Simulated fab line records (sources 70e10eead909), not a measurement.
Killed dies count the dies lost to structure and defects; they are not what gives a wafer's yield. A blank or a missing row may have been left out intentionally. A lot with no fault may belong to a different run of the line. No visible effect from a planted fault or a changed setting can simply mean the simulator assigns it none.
Problem report in the 8D (eight disciplines) form, filled by code -- flow nand-harc -- the parts of the form that need people (team, actions taken, sign-off) are left out

== 1. WHAT WENT WRONG ==
Mean of cd-nm at NHARC_P_ZERO_WELL_CD_MEAS_11: 488.2 nm across 2 wafers in 2 lots; on wafers with no fault it is 500.2 nm (standard deviation 2.1). That is -5.7 standard deviations from the usual mean.
The step: target cd 500 nm.
Seen first at day 6 01:14 on cd-sem-03, wafer L864.5. Wafers with a number at this step in the record: 36, from 12 lots. Rule for "out", or "out of limits": more than 4 standard deviations from the usual mean. The other wafers with a number count as sound.

== 2. WHAT IT IS, AND WHAT IT ISN'T ==
question,is,is not
which readings at this step,cd-nm,-
which lots,"L864, L866","L854, L855, L857, L862, L869, L870, L871, L872, L875, L877"
which wafers of those lots,"L864.5, L866.5","L864.4, L864.6, L866.3, L866.4"
read on which gauges,cd-sem-03,"cd-sem-01, cd-sem-02"
when,from day 6 01:14,"up to then (14 sound wafers); but 20 sound wafers of L866, L869, L870, L871, L872, L875, L877 came after"

== 3. THE SUSPECTS, EACH WITH WHAT RULES IT OUT ==
Counting: a tool at a process step up to the reading stays a suspect if it ran every lot that is out. Sound lots after the first of them don't rule it out here, since some wafers of a struck lot are sound.
- ruled out: the gauge at NHARC_P_ZERO_WELL_CD_MEAS_11. All the wafers that are out were read on cd-sem-03, but those of them that NHARC_P_ZERO_WELL_SOFTBAKE_06 has rows for are out there too, on other tools.
- litho-track-05 at NHARC_P_ZERO_WELL_SOFTBAKE_06 (time 70 s): kept. It processed each lot that is out (first: L864, day 6 00:00); up to then, its last sound lot is L862 (day 5 05:00). On those wafers its own readings are out: heater-power-total-W.
The count leaves litho-track-05 at NHARC_P_ZERO_WELL_SOFTBAKE_06.

== 4. THE CAUSE (what the simulator had put in) ==
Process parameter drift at NHARC_P_ZERO_WELL_SOFTBAKE_06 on litho-track-05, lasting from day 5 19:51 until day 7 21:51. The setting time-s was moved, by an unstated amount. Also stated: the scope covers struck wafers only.
Counting left only this tool.

== 5. THE EFFECT CHAIN, in route order ==
Each row: a reading where the mean over the struck wafers with a number is more than 3 standard deviations away from the usual. Readings are gone through only where the record gives a usual standard deviation; hours: the median, over the lots, of the time from a lot's start at the first step in this table giving one to that lot's start at this step; sigmas: the change measured in usual standard deviations.
hours,step,reading,usual,on struck wafers,change,sigmas
0,NHARC_P_ZERO_WELL_SOFTBAKE_06,heater-power-total-W,200.9 W,517.9,+317.0,+99 or more
1,NHARC_P_ZERO_WELL_CD_MEAS_11,cd-nm,500.2 nm,488.2,-12.0,-5.7
Its process steps:
- NHARC_P_ZERO_WELL_SOFTBAKE_06: time 70 s.
Later steps that measure or inspect, where all struck wafers having a row at the step show a number for every such reading and not one has moved that far: NHARC_END_SORT_01.

== 6. HOW IT WOULD HAVE BEEN CAUGHT EARLIER ==
Counted from the fault's start at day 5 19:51, it took 5 hours until the first out-of-limits reading at a measuring or inspecting step in this record, taken at day 6 01:14.
Tool's own readings at NHARC_P_ZERO_WELL_SOFTBAKE_06, heater-power-total-W: out on all struck wafers the step has rows for; an alarm limit on them would have tripped on the first.
Of the lots that are out (2), L866 began NHARC_P_ZERO_WELL_SOFTBAKE_06 on litho-track-05 after day 6 01:14. Putting the tool on hold at that point would have spared it.
